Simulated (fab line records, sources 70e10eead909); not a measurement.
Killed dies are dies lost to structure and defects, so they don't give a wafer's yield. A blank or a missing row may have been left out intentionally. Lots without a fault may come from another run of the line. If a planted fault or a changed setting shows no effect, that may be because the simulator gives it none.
fab line records || flow nand_harc || part 2 of 2: steps 20 to 26 of 26
record: {"lots": 5, "wafers": 15, "last_day": 30}
route steps=1302 shown A_CONTACT@999
lots that met no fault: taken from a fault-free run of the same line
start_h: start of the lot's first displayed wafer, in hours after the record's first day || wait_h: time in hours since the lot's previous step || " repeats the value in the row above || L1.1+2: a row that stands for several wafers || - no value, or no start was given || * or withheld: withheld || < > ~ a bound
route shown NAME@n: names a module that has steps shown in the file, with the first one's number in the route || usual: mean/standard deviation taken from wafers without a fault || same: alike in all rows || chamber/n: place in a boat || sites: readings site by site || _std_site: standard deviation across them || _edge_site: mean of outer sites minus mean of inner sites || radius_mm: for every site, how far away it sits from the centre of the wafer || mask NAME#n: copy n || behind: the last tool/chamber to shape the wafer || hold: what put the lot on hold/how long, in hours/how the hold closed || device: names the non-switching transistor (n, p or np) || end of line: the tests these same wafers got at the end of their route || for a step that has no rows: nothing shown but its recipe || killed: dies lost to structure and defects at the first sort, not the wafer's yield || map: the dies of a wafer, with x for killed, . for not killed, _ for no die there
set.NAME: the setting the step ran with; set.NAME@STEP: the setting that earlier step ran with || model.NAME: the simulator's own value behind a step, which no gauge read
certain route steps with their lots: each step a table, each wafer a row
services: when a tool's chamber went out of use (start_h, in hours from the record's first day, below 0 if earlier), for how many hours, and the reason
== steps ==
step: NHARC_A_CONTACT_ETCH_90
recipe: {"target_depth_a": 400, "over_etch_frac": 0.5, "time_s": 85.7, "ion_energy_ev": 120, "ch3f_flow_sccm": 50, "o2_flow_sccm": 30, "ar_flow_sccm": 200, "rf_w": 500, "bias_w": 100, "chemistry": "CH3F/O2"}
usual: {"bias_w": "100.1/0.31", "drypump_motor_current_A": "5.6/0.41", "oes_product_au": "0.95/0.034", "rf_vpp_V": "244.1/1.9", "showerhead_plenum_p_Torr": "2.44/0.12", "throttle_valve_pct": "20.663/0.01"}
{"lot.wafer": "L074.1", "tool": "rie_diel-05", "chamber": 2, "start_h": 507.31, "wait_h": 0.9, "bias_w": 100.6, "drypump_motor_current_A": 5.9, "oes_product_au": 0.93, "rf_hours_counter_h": 33, "rf_vpp_V": 246.0, "showerhead_plenum_p_Torr": 2.50, "throttle_valve_pct": 20.668}
{"lot.wafer": "L074.3", "tool": "rie_diel-05", "chamber": 3, "start_h": 507.31, "wait_h": 0.9, "bias_w": 100.2, "drypump_motor_current_A": 5.2, "oes_product_au": 0.93, "rf_hours_counter_h": 31, "rf_vpp_V": 245.9, "showerhead_plenum_p_Torr": 2.62, "throttle_valve_pct": 20.656}
{"lot.wafer": "L074.4", "tool": "rie_diel-05", "chamber": 0, "start_h": 507.31, "wait_h": 0.9, "bias_w": 99.9, "drypump_motor_current_A": 5.0, "oes_product_au": 0.94, "rf_hours_counter_h": 32, "rf_vpp_V": 245.1, "showerhead_plenum_p_Torr": 2.48, "throttle_valve_pct": 20.680}
{"lot.wafer": "L083.1", "tool": "rie_diel-11", "chamber": 0, "start_h": 584.55, "wait_h": 0.9, "bias_w": 100.0, "drypump_motor_current_A": 5.4, "oes_product_au": 0.93, "rf_hours_counter_h": 21, "rf_vpp_V": 244.9, "showerhead_plenum_p_Torr": 2.60, "throttle_valve_pct": 20.654}
{"lot.wafer": "L083.4", "tool": "rie_diel-11", "chamber": 3, "start_h": 584.55, "wait_h": 0.9, "bias_w": 100.1, "drypump_motor_current_A": 5.0, "oes_product_au": 0.93, "rf_hours_counter_h": 20, "rf_vpp_V": 245.8, "showerhead_plenum_p_Torr": 2.56, "throttle_valve_pct": 20.658}
{"lot.wafer": "L083.6", "tool": "rie_diel-11", "chamber": 1, "start_h": 584.55, "wait_h": 0.9, "bias_w": 100.0, "drypump_motor_current_A": 6.1, "oes_product_au": 0.93, "rf_hours_counter_h": "-", "rf_vpp_V": 242.2, "showerhead_plenum_p_Torr": 2.29, "throttle_valve_pct": 20.677}
{"lot.wafer": "L084.3", "tool": "rie_diel-11", "chamber": 0, "start_h": 599.75, "wait_h": 0.7, "bias_w": 99.8, "drypump_motor_current_A": 5.4, "oes_product_au": 0.93, "rf_hours_counter_h": 24, "rf_vpp_V": 246.3, "showerhead_plenum_p_Torr": 2.59, "throttle_valve_pct": 20.667}
{"lot.wafer": "L084.1", "tool": "rie_diel-11", "chamber": 1, "start_h": 599.75, "wait_h": 0.7, "bias_w": 99.4, "drypump_motor_current_A": 6.1, "oes_product_au": 0.93, "rf_hours_counter_h": 23, "rf_vpp_V": 241.4, "showerhead_plenum_p_Torr": 2.29, "throttle_valve_pct": 20.658}
{"lot.wafer": "L084.2", "tool": "rie_diel-11", "chamber": 2, "start_h": 599.75, "wait_h": 0.7, "bias_w": 99.8, "drypump_motor_current_A": 5.8, "oes_product_au": 0.91, "rf_hours_counter_h": 24, "rf_vpp_V": 242.2, "showerhead_plenum_p_Torr": 2.32, "throttle_valve_pct": 20.672}
{"lot.wafer": "L085.1", "tool": "rie_diel-05", "chamber": 0, "start_h": 610.21, "wait_h": 0.9, "bias_w": 100.0, "drypump_motor_current_A": 5.0, "oes_product_au": 0.91, "rf_hours_counter_h": 5, "rf_vpp_V": 243.3, "showerhead_plenum_p_Torr": 2.47, "throttle_valve_pct": 20.654}
{"lot.wafer": "L085.4", "tool": "rie_diel-05", "chamber": 1, "start_h": 610.21, "wait_h": 0.9, "bias_w": 99.9, "drypump_motor_current_A": 5.8, "oes_product_au": 0.91, "rf_hours_counter_h": 5, "rf_vpp_V": 246.0, "showerhead_plenum_p_Torr": 2.58, "throttle_valve_pct": 20.660}
{"lot.wafer": "L085.6", "tool": "rie_diel-05", "chamber": 3, "start_h": 610.21, "wait_h": 0.9, "bias_w": 100.3, "drypump_motor_current_A": 5.2, "oes_product_au": 0.92, "rf_hours_counter_h": "-", "rf_vpp_V": 246.3, "showerhead_plenum_p_Torr": 2.61, "throttle_valve_pct": 20.669}
{"lot.wafer": "L091.4", "tool": "rie_diel-01", "chamber": 1, "start_h": 643.24, "wait_h": 0.7, "bias_w": 100.0, "drypump_motor_current_A": 5.2, "oes_product_au": 0.91, "rf_hours_counter_h": 25, "rf_vpp_V": 243.2, "showerhead_plenum_p_Torr": 2.38, "throttle_valve_pct": 20.659}
{"lot.wafer": "L091.2", "tool": "rie_diel-01", "chamber": 2, "start_h": 643.24, "wait_h": 0.7, "bias_w": 99.9, "drypump_motor_current_A": 6.4, "oes_product_au": 0.91, "rf_hours_counter_h": 27, "rf_vpp_V": 242.5, "showerhead_plenum_p_Torr": 2.30, "throttle_valve_pct": 20.662}
{"lot.wafer": "L091.6", "tool": "rie_diel-01", "chamber": 0, "start_h": 643.24, "wait_h": 0.7, "bias_w": 100.2, "drypump_motor_current_A": 5.9, "oes_product_au": 0.93, "rf_hours_counter_h": "-", "rf_vpp_V": 241.9, "showerhead_plenum_p_Torr": 2.30, "throttle_valve_pct": 20.664}
step: NHARC_A_CONTACT_ETCH_96
recipe: {"target_depth_a": 200, "over_etch_frac": 0.5, "time_s": 10, "ion_energy_ev": 250, "c4f6_flow_sccm": 25, "o2_flow_sccm": 20, "ar_flow_sccm": 500, "rf_w": 600, "bias_w": 500, "chemistry": "C4F6/O2"}
usual: {"bias_w": "499.9/1.6", "drypump_motor_current_A": "5.6/0.4", "oes_product_au": "0.963/0.025", "rf_vpp_V": "546/4", "showerhead_plenum_p_Torr": "3.89/0.19", "throttle_valve_pct": "26.904/0.0094"}
{"lot.wafer": "L074.3", "tool": "rie_diel-05", "chamber": 1, "start_h": "-", "wait_h": "-", "bias_w": 499.1, "drypump_motor_current_A": 5.8, "oes_product_au": 0.951, "rf_hours_counter_h": 34, "rf_vpp_V": 551, "showerhead_plenum_p_Torr": 4.13, "throttle_valve_pct": 26.888}
{"lot.wafer": "L074.1", "tool": "rie_diel-05", "chamber": 2, "start_h": "-", "wait_h": "-", "bias_w": 497.2, "drypump_motor_current_A": 5.9, "oes_product_au": 0.952, "rf_hours_counter_h": 33, "rf_vpp_V": 548, "showerhead_plenum_p_Torr": 3.98, "throttle_valve_pct": 26.903}
{"lot.wafer": "L074.4", "tool": "rie_diel-05", "chamber": 0, "start_h": "-", "wait_h": "-", "bias_w": 499.7, "drypump_motor_current_A": 5.0, "oes_product_au": 0.944, "rf_hours_counter_h": 32, "rf_vpp_V": 547, "showerhead_plenum_p_Torr": 3.96, "throttle_valve_pct": 26.904}
{"lot.wafer": "L083.4", "tool": "rie_diel-11", "chamber": 3, "start_h": "-", "wait_h": "-", "bias_w": 497.5, "drypump_motor_current_A": 5.1, "oes_product_au": 0.950, "rf_hours_counter_h": 20, "rf_vpp_V": 550, "showerhead_plenum_p_Torr": 4.07, "throttle_valve_pct": 26.923}
{"lot.wafer": "L083.1", "tool": "rie_diel-11", "chamber": 1, "start_h": "-", "wait_h": "-", "bias_w": 499.9, "drypump_motor_current_A": 6.1, "oes_product_au": 0.958, "rf_hours_counter_h": 20, "rf_vpp_V": 541, "showerhead_plenum_p_Torr": 3.68, "throttle_valve_pct": 26.909}
{"lot.wafer": "L083.6", "tool": "rie_diel-11", "chamber": 0, "start_h": "-", "wait_h": "-", "bias_w": 500.7, "drypump_motor_current_A": 5.4, "oes_product_au": 0.963, "rf_hours_counter_h": "-", "rf_vpp_V": 550, "showerhead_plenum_p_Torr": 4.13, "throttle_valve_pct": 26.908}
{"lot.wafer": "L084.1", "tool": "rie_diel-11", "chamber": 3, "start_h": "-", "wait_h": "-", "bias_w": 502.6, "drypump_motor_current_A": 5.1, "oes_product_au": 0.944, "rf_hours_counter_h": 24, "rf_vpp_V": 551, "showerhead_plenum_p_Torr": 4.07, "throttle_valve_pct": 26.903}
{"lot.wafer": "L084.2", "tool": "rie_diel-11", "chamber": 0, "start_h": "-", "wait_h": "-", "bias_w": 499.3, "drypump_motor_current_A": 5.4, "oes_product_au": 0.955, "rf_hours_counter_h": 24, "rf_vpp_V": 552, "showerhead_plenum_p_Torr": 4.13, "throttle_valve_pct": 26.893}
{"lot.wafer": "L084.3", "tool": "rie_diel-11", "chamber": 2, "start_h": "-", "wait_h": "-", "bias_w": 500.4, "drypump_motor_current_A": 5.8, "oes_product_au": 0.938, "rf_hours_counter_h": 24, "rf_vpp_V": 543, "showerhead_plenum_p_Torr": 3.71, "throttle_valve_pct": 26.921}
{"lot.wafer": "L085.1", "tool": "rie_diel-05", "chamber": 2, "start_h": "-", "wait_h": "-", "bias_w": 500.7, "drypump_motor_current_A": 5.9, "oes_product_au": 0.962, "rf_hours_counter_h": 6, "rf_vpp_V": 549, "showerhead_plenum_p_Torr": 3.96, "throttle_valve_pct": 26.906}
{"lot.wafer": "L085.4", "tool": "rie_diel-05", "chamber": 3, "start_h": "-", "wait_h": "-", "bias_w": 500.1, "drypump_motor_current_A": 5.2, "oes_product_au": 0.966, "rf_hours_counter_h": 5, "rf_vpp_V": 552, "showerhead_plenum_p_Torr": 4.15, "throttle_valve_pct": 26.898}
{"lot.wafer": "L085.6", "tool": "rie_diel-05", "chamber": 1, "start_h": "-", "wait_h": "-", "bias_w": 498.8, "drypump_motor_current_A": 5.8, "oes_product_au": 0.957, "rf_hours_counter_h": "-", "rf_vpp_V": 551, "showerhead_plenum_p_Torr": 4.11, "throttle_valve_pct": 26.899}
{"lot.wafer": "L091.4", "tool": "rie_diel-01", "chamber": 3, "start_h": "-", "wait_h": "-", "bias_w": 498.3, "drypump_motor_current_A": 5.8, "oes_product_au": 0.958, "rf_hours_counter_h": 29, "rf_vpp_V": 547, "showerhead_plenum_p_Torr": 3.92, "throttle_valve_pct": 26.903}
{"lot.wafer": "L091.2", "tool": "rie_diel-01", "chamber": 0, "start_h": "-", "wait_h": "-", "bias_w": 498.4, "drypump_motor_current_A": 6.0, "oes_product_au": 0.959, "rf_hours_counter_h": 27, "rf_vpp_V": 542, "showerhead_plenum_p_Torr": 3.69, "throttle_valve_pct": 26.894}
{"lot.wafer": "L091.6", "tool": "rie_diel-01", "chamber": 3, "start_h": "-", "wait_h": "-", "bias_w": 499.2, "drypump_motor_current_A": 5.8, "oes_product_au": 0.944, "rf_hours_counter_h": "-", "rf_vpp_V": 548, "showerhead_plenum_p_Torr": 3.92, "throttle_valve_pct": 26.899}
step: NHARC_A_CONTACT_CD_MEAS_53
usual: {"cd_nm": "289.6/0.76"}
{"lot.wafer": "L074.1", "tool": "cd_sem-01", "chamber": "-", "start_h": 507.51, "wait_h": "-", "cd_nm": 290.3}
{"lot.wafer": "L074.3", "tool": "cd_sem-01", "chamber": "-", "start_h": 507.51, "wait_h": "-", "cd_nm": 289.9}
{"lot.wafer": "L074.4", "tool": "cd_sem-01", "chamber": "-", "start_h": 507.51, "wait_h": "-", "cd_nm": 289.9}
{"lot.wafer": "L083.1", "tool": "cd_sem-02", "chamber": "-", "start_h": 584.77, "wait_h": "-", "cd_nm": 290.6}
{"lot.wafer": "L083.4", "tool": "cd_sem-02", "chamber": "-", "start_h": 584.77, "wait_h": "-", "cd_nm": 289.5}
{"lot.wafer": "L083.6", "tool": "cd_sem-02", "chamber": "-", "start_h": 584.77, "wait_h": "-", "cd_nm": 289.9}
{"lot.wafer": "L084.1", "tool": "cd_sem-03", "chamber": "-", "start_h": 599.97, "wait_h": "-", "cd_nm": 289.2}
{"lot.wafer": "L084.2", "tool": "cd_sem-03", "chamber": "-", "start_h": 599.97, "wait_h": "-", "cd_nm": 289.5}
{"lot.wafer": "L084.3", "tool": "cd_sem-03", "chamber": "-", "start_h": 599.97, "wait_h": "-", "cd_nm": 289.4}
{"lot.wafer": "L085.1", "tool": "cd_sem-02", "chamber": "-", "start_h": 610.49, "wait_h": "-", "cd_nm": 289.4}
{"lot.wafer": "L085.4", "tool": "cd_sem-02", "chamber": "-", "start_h": 610.49, "wait_h": "-", "cd_nm": 289.3}
{"lot.wafer": "L085.6", "tool": "cd_sem-02", "chamber": "-", "start_h": 610.49, "wait_h": "-", "cd_nm": 289.3}
{"lot.wafer": "L091.2", "tool": "cd_sem-03", "chamber": "-", "start_h": 643.43, "wait_h": "-", "cd_nm": 289.1}
{"lot.wafer": "L091.4", "tool": "cd_sem-03", "chamber": "-", "start_h": 643.43, "wait_h": "-", "cd_nm": 288.9}
{"lot.wafer": "L091.6", "tool": "cd_sem-03", "chamber": "-", "start_h": 643.43, "wait_h": "-", "cd_nm": 289.1}
step: NHARC_A_CONTACT_STRIP_99
recipe: {"n2_flow_sccm": 150, "h2_flow_sccm": 150, "ar_flow_sccm": 0, "bias_w": 0, "chemistry": "N2/H2"}
{"lot.wafer": "L074.1+3+4", "tool": "rie_diel-11", "chamber": "1,3,0", "start_h": 507.59, "wait_h": 0.1}
{"lot.wafer": "L083.1+4+6", "tool": "rie_diel-11", "chamber": "1,2,3", "start_h": 584.86, "wait_h": 0.1}
{"lot.wafer": "L084.1+3+2", "tool": "rie_diel-01", "chamber": "0,2,3", "start_h": 600.04, "wait_h": 0.1}
{"lot.wafer": "L085.4+1+6", "tool": "rie_diel-05", "chamber": "1,2,0", "start_h": 610.58, "wait_h": 0.1}
{"lot.wafer": "L091.4+2+6", "tool": "rie_diel-01", "chamber": "2,0,2", "start_h": 643.51, "wait_h": 0.1}
step: NHARC_A_CONTACT_STRIP_100
recipe: {"cf4_flow_sccm": 100, "chf3_flow_sccm": 30, "ar_flow_sccm": 0, "bias_w": 0, "chemistry": "CF4/CHF3"}
{"lot.wafer": "L074.4+1+3", "tool": "rie_diel-11", "chamber": "0,1,2", "start_h": 507.68, "wait_h": 0.1}
{"lot.wafer": "L083.1+4+6", "tool": "rie_diel-11", "chamber": "1,3,1", "start_h": 584.94, "wait_h": 0.1}
{"lot.wafer": "L084.3+1+2", "tool": "rie_diel-01", "chamber": "2,3,1", "start_h": 600.14, "wait_h": 0.1}
{"lot.wafer": "L085.4+1+6", "tool": "rie_diel-05", "chamber": "2,3,1", "start_h": 610.66, "wait_h": 0.1}
{"lot.wafer": "L091.2+4+6", "tool": "rie_diel-01", "chamber": "3,1,3", "start_h": 643.60, "wait_h": 0.1}
step: NHARC_A_CONTACT_STRIP_101
recipe: {"o2_flow_sccm": 400, "cos_flow_sccm": 20, "ar_flow_sccm": 0, "bias_w": 0, "chemistry": "O2/COS"}
{"lot.wafer": "L074.1+4+3", "tool": "rie_diel-11", "chamber": "3,0,2", "start_h": 507.74, "wait_h": 0.1}
{"lot.wafer": "L083.1+4+6", "tool": "rie_diel-11", "chamber": "1,2,2", "start_h": 585.00, "wait_h": 0.1}
{"lot.wafer": "L084.3+1+2", "tool": "rie_diel-01", "chamber": "1,2,0", "start_h": 600.20, "wait_h": 0.1}
{"lot.wafer": "L085.4+1+6", "tool": "rie_diel-05", "chamber": "0,2,0", "start_h": 610.72, "wait_h": 0.1}
{"lot.wafer": "L091.2+4+6", "tool": "rie_diel-01", "chamber": "1,0,1", "start_h": 643.66, "wait_h": 0.1}
step: NHARC_A_CONTACT_ETCH_102
recipe: {"target_depth_a": 1000, "overetch_a": 100, "time_s": 55, "ion_energy_ev": 100, "cf4_flow_sccm": 80, "o2_flow_sccm": 20, "ar_flow_sccm": 0, "rf_w": 300, "bias_w": 100, "chemistry": "CF4/O2"}
usual: {"bias_w": "100.0/0.33", "drypump_motor_current_A": "5.6/0.43", "oes_ar_750_au": "1.000/0.0045", "oes_product_au": "0.999/0.011", "rf_vpp_V": "197.4/1.4", "showerhead_plenum_p_Torr": "1.32/0.065", "throttle_valve_pct": "13.398/0.0089"}
{"lot.wafer": "L074.3", "tool": "rie_diel-11", "chamber": 1, "start_h": 507.80, "wait_h": 0.0, "bias_w": 100.3, "drypump_motor_current_A": 6.1, "oes_ar_750_au": 1.002, "oes_product_au": 1.005, "rf_hours_counter_h": 7, "rf_vpp_V": 195.6, "showerhead_plenum_p_Torr": 1.25, "throttle_valve_pct": 13.399}
{"lot.wafer": "L074.1", "tool": "rie_diel-11", "chamber": 2, "start_h": 507.80, "wait_h": 0.0, "bias_w": 99.9, "drypump_motor_current_A": 5.8, "oes_ar_750_au": 1.000, "oes_product_au": 0.985, "rf_hours_counter_h": 7, "rf_vpp_V": 197.3, "showerhead_plenum_p_Torr": 1.26, "throttle_valve_pct": 13.407}
{"lot.wafer": "L074.4", "tool": "rie_diel-11", "chamber": 3, "start_h": 507.80, "wait_h": 0.0, "bias_w": 99.6, "drypump_motor_current_A": 5.1, "oes_ar_750_au": 0.996, "oes_product_au": 1.022, "rf_hours_counter_h": 7, "rf_vpp_V": 197.8, "showerhead_plenum_p_Torr": 1.39, "throttle_valve_pct": 13.386}
{"lot.wafer": "L083.4", "tool": "rie_diel-11", "chamber": 2, "start_h": 585.07, "wait_h": 0.1, "bias_w": 100.5, "drypump_motor_current_A": 5.8, "oes_ar_750_au": 0.997, "oes_product_au": 0.991, "rf_hours_counter_h": 21, "rf_vpp_V": 195.8, "showerhead_plenum_p_Torr": 1.26, "throttle_valve_pct": 13.392}
{"lot.wafer": "L083.1", "tool": "rie_diel-11", "chamber": 0, "start_h": 585.07, "wait_h": 0.1, "bias_w": 99.9, "drypump_motor_current_A": 5.4, "oes_ar_750_au": 1.004, "oes_product_au": 1.003, "rf_hours_counter_h": 21, "rf_vpp_V": 199.3, "showerhead_plenum_p_Torr": 1.41, "throttle_valve_pct": 13.390}
{"lot.wafer": "L083.6", "tool": "rie_diel-11", "chamber": 1, "start_h": 585.07, "wait_h": 0.1, "bias_w": 99.7, "drypump_motor_current_A": 6.1, "oes_ar_750_au": 1.011, "oes_product_au": 0.998, "rf_hours_counter_h": "-", "rf_vpp_V": 196.8, "showerhead_plenum_p_Torr": 1.24, "throttle_valve_pct": 13.415}
{"lot.wafer": "L084.3", "tool": "rie_diel-01", "chamber": 1, "start_h": 600.26, "wait_h": 0.1, "bias_w": 99.3, "drypump_motor_current_A": 5.2, "oes_ar_750_au": 0.997, "oes_product_au": 0.984, "rf_hours_counter_h": 12, "rf_vpp_V": 197.8, "showerhead_plenum_p_Torr": 1.29, "throttle_valve_pct": 13.402}
{"lot.wafer": "L084.1", "tool": "rie_diel-01", "chamber": 2, "start_h": 600.26, "wait_h": 0.1, "bias_w": 99.6, "drypump_motor_current_A": 6.4, "oes_ar_750_au": 0.998, "oes_product_au": 0.983, "rf_hours_counter_h": 11, "rf_vpp_V": 196.6, "showerhead_plenum_p_Torr": 1.25, "throttle_valve_pct": 13.403}
{"lot.wafer": "L084.2", "tool": "rie_diel-01", "chamber": 3, "start_h": 600.26, "wait_h": 0.1, "bias_w": 100.3, "drypump_motor_current_A": 5.8, "oes_ar_750_au": 1.000, "oes_product_au": 1.012, "rf_hours_counter_h": 12, "rf_vpp_V": 197.5, "showerhead_plenum_p_Torr": 1.34, "throttle_valve_pct": 13.395}
{"lot.wafer": "L085.4", "tool": "rie_diel-05", "chamber": 2, "start_h": 610.79, "wait_h": 0.1, "bias_w": 100.3, "drypump_motor_current_A": 5.9, "oes_ar_750_au": 1.002, "oes_product_au": 1.010, "rf_hours_counter_h": 6, "rf_vpp_V": 196.8, "showerhead_plenum_p_Torr": 1.35, "throttle_valve_pct": 13.405}
{"lot.wafer": "L085.1", "tool": "rie_diel-05", "chamber": 3, "start_h": 610.79, "wait_h": 0.1, "bias_w": 100.7, "drypump_motor_current_A": 5.2, "oes_ar_750_au": 1.002, "oes_product_au": 0.988, "rf_hours_counter_h": 5, "rf_vpp_V": 199.5, "showerhead_plenum_p_Torr": 1.42, "throttle_valve_pct": 13.404}
{"lot.wafer": "L085.6", "tool": "rie_diel-05", "chamber": 0, "start_h": 610.79, "wait_h": 0.1, "bias_w": 100.0, "drypump_motor_current_A": 5.0, "oes_ar_750_au": 1.001, "oes_product_au": 0.996, "rf_hours_counter_h": "-", "rf_vpp_V": 198.4, "showerhead_plenum_p_Torr": 1.34, "throttle_valve_pct": 13.397}
{"lot.wafer": "L091.4", "tool": "rie_diel-01", "chamber": 0, "start_h": 643.74, "wait_h": 0.1, "bias_w": 99.5, "drypump_motor_current_A": 6.0, "oes_ar_750_au": 1.000, "oes_product_au": 0.996, "rf_hours_counter_h": 27, "rf_vpp_V": 195.8, "showerhead_plenum_p_Torr": 1.25, "throttle_valve_pct": 13.408}
{"lot.wafer": "L091.2", "tool": "rie_diel-01", "chamber": 2, "start_h": 643.74, "wait_h": 0.1, "bias_w": 99.6, "drypump_motor_current_A": 6.4, "oes_ar_750_au": 0.993, "oes_product_au": 0.979, "rf_hours_counter_h": 27, "rf_vpp_V": 195.9, "showerhead_plenum_p_Torr": 1.25, "throttle_valve_pct": 13.389}
{"lot.wafer": "L091.6", "tool": "rie_diel-01", "chamber": 3, "start_h": 643.74, "wait_h": 0.1, "bias_w": 99.7, "drypump_motor_current_A": 5.8, "oes_ar_750_au": 1.003, "oes_product_au": 0.993, "rf_hours_counter_h": "-", "rf_vpp_V": 199.8, "showerhead_plenum_p_Torr": 1.33, "throttle_valve_pct": 13.392}
== services ==
{"tool": "rie_diel-11", "chamber": 0, "start_h": 490.69, "hours": "-", "kind": "clean"}
{"tool": "rie_diel-11", "chamber": 1, "start_h": 490.69, "hours": "-", "kind": "clean"}
{"tool": "rie_diel-11", "chamber": 2, "start_h": 490.69, "hours": "-", "kind": "clean"}
{"tool": "rie_diel-11", "chamber": 3, "start_h": 490.69, "hours": "-", "kind": "clean"}
{"tool": "rie_diel-05", "chamber": 3, "start_h": 491.62, "hours": 1.4, "kind": "repair"}
{"tool": "har_cap_etch-01", "chamber": "-", "start_h": 497.00, "hours": 17.0, "kind": "pm"}
{"tool": "rie_diel-11", "chamber": 0, "start_h": 515.19, "hours": "-", "kind": "clean"}
{"tool": "rie_diel-11", "chamber": 1, "start_h": 515.19, "hours": "-", "kind": "clean"}
{"tool": "rie_diel-11", "chamber": 2, "start_h": 515.19, "hours": "-", "kind": "clean"}
{"tool": "rie_diel-11", "chamber": 3, "start_h": 515.19, "hours": "-", "kind": "clean"}
{"tool": "rie_diel-11", "chamber": 0, "start_h": 539.69, "hours": "-", "kind": "clean"}
{"tool": "rie_diel-11", "chamber": 1, "start_h": 539.69, "hours": "-", "kind": "clean"}
{"tool": "rie_diel-11", "chamber": 2, "start_h": 539.69, "hours": "-", "kind": "clean"}
{"tool": "rie_diel-11", "chamber": 3, "start_h": 539.69, "hours": "-", "kind": "clean"}
{"tool": "rie_diel-11", "chamber": "-", "start_h": 547.39, "hours": 0.5, "kind": "repair"}
{"tool": "rie_diel-11", "chamber": 3, "start_h": 550.39, "hours": 8.1, "kind": "repair"}
{"tool": "rie_diel-01", "chamber": "-", "start_h": 558.24, "hours": 9.0, "kind": "pm"}
{"tool": "rie_diel-11", "chamber": 0, "start_h": 564.38, "hours": "-", "kind": "clean"}
{"tool": "rie_diel-11", "chamber": 1, "start_h": 564.38, "hours": "-", "kind": "clean"}
{"tool": "rie_diel-11", "chamber": 2, "start_h": 564.38, "hours": "-", "kind": "clean"}
{"tool": "rie_diel-11", "chamber": 3, "start_h": 564.38, "hours": "-", "kind": "clean"}
{"tool": "rie_diel-05", "chamber": "-", "start_h": 583.85, "hours": 9.0, "kind": "pm"}
{"tool": "rie_diel-11", "chamber": "-", "start_h": 609.69, "hours": 9.0, "kind": "pm"}
{"tool": "rie_diel-11", "chamber": "-", "start_h": 619.94, "hours": 0.7, "kind": "repair"}
